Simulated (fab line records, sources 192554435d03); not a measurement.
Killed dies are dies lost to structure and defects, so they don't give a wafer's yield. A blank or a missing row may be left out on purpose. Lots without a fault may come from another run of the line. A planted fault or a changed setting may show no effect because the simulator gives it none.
Chamber matching | flow n5_finfet | N5_DUMMY_GATE_ETCH_32 on rie_si-02: 4 sister chambers
The step etches SiO2 in CF4, target depth 3.5 nm, time 3.9 s. 8 wafers are shown with their chamber, then 9 later ones without.

WAFERS WITH THEIR CHAMBER
wafer  | chamber | throttle_valve_pct (%) | drypump_motor_current_A (A)
L082.1 | 3       | 21.38                  | 6.20
L086.5 | 1       | 21.90                  | 6.07
L087.1 | 0       | 21.93                  | 6.40
L087.3 | 2       | 22.03                  | 5.86
L087.5 | 3       | 21.39                  | 6.21
L088.2 | 1       | 21.90                  | 6.04
L088.3 | 2       | 22.00                  | 5.85
L088.4 | 0       | 21.93                  | 6.44

WAFERS WITHOUT THEIR CHAMBER
wafer  | throttle_valve_pct (%) | drypump_motor_current_A (A)
L089.2 | 21.39                  | 6.21
L089.3 | 21.93                  | 6.05
L089.4 | 22.01                  | 5.84
L094.1 | 21.91                  | 6.07
L094.2 | 21.93                  | 6.39
L094.4 | 21.38                  | 6.18
L096.3 | 21.40                  | 6.19
L096.4 | 22.01                  | 5.85
L096.5 | 21.94                  | 6.42

WHICH CHAMBER EACH WENT THROUGH
wafer  | from the rows above | in truth
L089.2 | 3                   | 3
L089.3 | 1                   | 1
L089.4 | 2                   | 2
L094.1 | 1                   | 1
L094.2 | 0                   | 0
L094.4 | 3                   | 3
L096.3 | 3                   | 3
L096.4 | 2                   | 2
L096.5 | 0                   | 0
Placed correctly: 9 of 9. Can't be placed from these rows: 0. Placed wrongly: 0.
How it was worked out, from the rows above alone: a wafer's distance from a chamber is the root of the sum, over the readings, of the square of ((its reading less the chamber's mean) divided by the reading's scatter). The wafer belongs to the nearest chamber; if the next one is less than 2 further off, it can't be placed. A chamber's mean is the mean of its shown wafers. The scatter: the root of (the sum of the squares of (reading less its chamber's mean) over the shown wafers, divided by (wafers less chambers)).
